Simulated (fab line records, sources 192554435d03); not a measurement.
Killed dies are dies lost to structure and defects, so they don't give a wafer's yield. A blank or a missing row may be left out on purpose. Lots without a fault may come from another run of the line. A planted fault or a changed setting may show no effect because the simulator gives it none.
Chamber matching | flow n5_finfet | N5_BEOL_M0_ETCH_128 on rie_diel-04: 4 sister chambers
The step etches SiCN in CF4/N2, target depth 12 nm, overetch 5.1 nm, time 21.4 s. 4 wafers are shown with their chamber, then 9 later ones without.

WAFERS WITH THEIR CHAMBER
wafer  | chamber | showerhead_plenum_p_Torr (Torr)
L084.4 | 0       | 2.26
L086.6 | 1       | 2.09
L088.5 | 3       | 2.26
L088.6 | 2       | 2.26

WAFERS WITHOUT THEIR CHAMBER
wafer  | showerhead_plenum_p_Torr (Torr)
L092.2 | 2.26
L092.4 | 2.25
L092.6 | 2.26
L094.1 | 2.26
L094.2 | 2.25
L094.3 | 2.25
L094.4 | 2.35
L094.5 | 2.25
L094.6 | 2.26

WHICH CHAMBER EACH WENT THROUGH
wafer  | from the rows above          | in truth
L092.2 | can't be placed: 0 or 2 or 3 | 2
L092.4 | can't be placed: 0 or 2 or 3 | 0
L092.6 | can't be placed: 0 or 2 or 3 | 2
L094.1 | can't be placed: 0 or 2 or 3 | 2
L094.2 | can't be placed: 0 or 2 or 3 | 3
L094.3 | can't be placed: 0 or 2 or 3 | 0
L094.4 | can't be placed: 0 or 2 or 3 | 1
L094.5 | can't be placed: 0 or 2 or 3 | 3
L094.6 | can't be placed: 0 or 2 or 3 | 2
Placed correctly: 0 of 9. Can't be placed from these rows: 9 (the true chamber is among the candidates in 8). Placed wrongly: 0.
How it was worked out, from the rows above alone: a wafer's distance from a chamber is the root of the sum, over the readings, of the square of ((its reading less the chamber's mean) divided by the reading's scatter). The wafer belongs to the nearest chamber; if the next one is less than 2 further off, it can't be placed. A chamber's mean is the mean of its shown wafers. The scatter: with one shown wafer a chamber, the root of the mean of the squares of how far each hidden wafer lies from its nearest shown one.
